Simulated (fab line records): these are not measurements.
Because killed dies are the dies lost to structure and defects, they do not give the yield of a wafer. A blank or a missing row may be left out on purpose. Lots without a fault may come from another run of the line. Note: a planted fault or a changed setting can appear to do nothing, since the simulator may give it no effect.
Matching of chambers :: flow nand harc :: NHARC_P_STI_ETCH_42 on rie diel-12 has 4 sister chambers
The step etches the open film in N2/H2, target depth 80 nm, overetch 24 nm, time 61 s. 4 wafers are shown with their chamber, then 7 later ones without.

## EACH WAFER AND ITS CHAMBER
wafer: L886.2
chamber: 3
rf vpp V (V): 429.9

wafer: L886.5
chamber: 2
rf vpp V (V): 434.9

wafer: L891.1
chamber: 0
rf vpp V (V): 431.6

wafer: L891.3
chamber: 1
rf vpp V (V): 427.6

## WAFERS WITH NO CHAMBER GIVEN
wafer: L891.5
rf vpp V (V): 429.0

wafer: L895.2
rf vpp V (V): 427.7

wafer: L895.4
rf vpp V (V): 436.4

wafer: L895.5
rf vpp V (V): 428.7

wafer: L896.1
rf vpp V (V): 427.7

wafer: L896.4
rf vpp V (V): 429.6

wafer: L896.5
rf vpp V (V): 430.2

## WHICH CHAMBER EACH ONE RAN IN
wafer: L891.5
from the rows above: can't be placed: 3 or 1
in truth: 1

wafer: L895.2
from the rows above: 1
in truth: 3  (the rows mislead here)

wafer: L895.4
from the rows above: 2
in truth: 2

wafer: L895.5
from the rows above: can't be placed: 1 or 3
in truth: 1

wafer: L896.1
from the rows above: 1
in truth: 1

wafer: L896.4
from the rows above: 3
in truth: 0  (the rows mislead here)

wafer: L896.5
from the rows above: can't be placed: 3 or 0
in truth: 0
Correctly placed: 2 of 7. These rows do not allow placing 3 (true chamber among the candidates in 3). Wrongly placed: 2.
How it was worked out, from the rows above alone: a wafer's distance from a chamber is the root of the sum, over the readings, of the square of ((its reading less the chamber's mean) divided by the reading's scatter). If the next closest chamber is less than 2 further off than the closest, the wafer can't be placed; otherwise it belongs to the closest. Each chamber's mean is taken over the wafers shown for it. The scatter: root of mean squared gap, hidden wafer to nearest shown wafer, with one shown wafer a chamber.
